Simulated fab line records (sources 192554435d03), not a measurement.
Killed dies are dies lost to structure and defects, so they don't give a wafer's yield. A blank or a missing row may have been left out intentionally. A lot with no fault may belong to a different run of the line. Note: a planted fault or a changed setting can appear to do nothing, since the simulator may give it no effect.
Chamber matching ; flow n5 finfet ; pecvd-02 running N5_FIN_SAQP_PECVD_48: 3 sister chambers
The step deposits SiNx from SiH4/NH3/N2, target thk 25 nm, time 22.1 s. 6 wafers are shown with their chamber, then 8 later ones without.

## WAFERS PAIRED WITH THEIR CHAMBERS
wafer;chamber;throttle valve pct (%);showerhead plenum p Torr (Torr)
L079.1;2;36.4;5.151
L079.5;1;42.4;5.123
L080.4;1;42.1;5.127
L080.5;0;39.1;5.108
L080.6;2;36.2;5.149
L089.1;0;39.0;5.112

## WAFERS WITHOUT THEIR CHAMBER
wafer;throttle valve pct (%);showerhead plenum p Torr (Torr)
L089.2;36.3;5.164
L089.6;41.9;5.119
L091.1;42.3;5.126
L091.4;39.1;5.123
L091.5;36.2;5.145
L095.3;36.2;5.153
L095.5;36.3;5.152
L095.6;39.3;5.124

## EACH ONE'S CHAMBER
wafer;from the rows above;in truth
L089.2;2;2
L089.6;1;1
L091.1;1;1
L091.4;0;0
L091.5;2;2
L095.3;2;2
L095.5;2;2
L095.6;0;0
Placed correctly: 8 of 8. Number that these rows cannot place: 0. Number placed wrongly: 0.
How it was worked out, from the rows above alone: a wafer's distance from a chamber is the root of the sum, over the readings, of the square of ((its reading less the chamber's mean) divided by the reading's scatter). If the next closest chamber is less than 2 further off than the closest, the wafer can't be placed; otherwise it belongs to the closest. Each chamber's mean is taken over the wafers shown for it. The scatter: take each reading less its chamber's mean, square it, sum over the shown wafers, divide by the number of wafers less the number of chambers, and take the root.
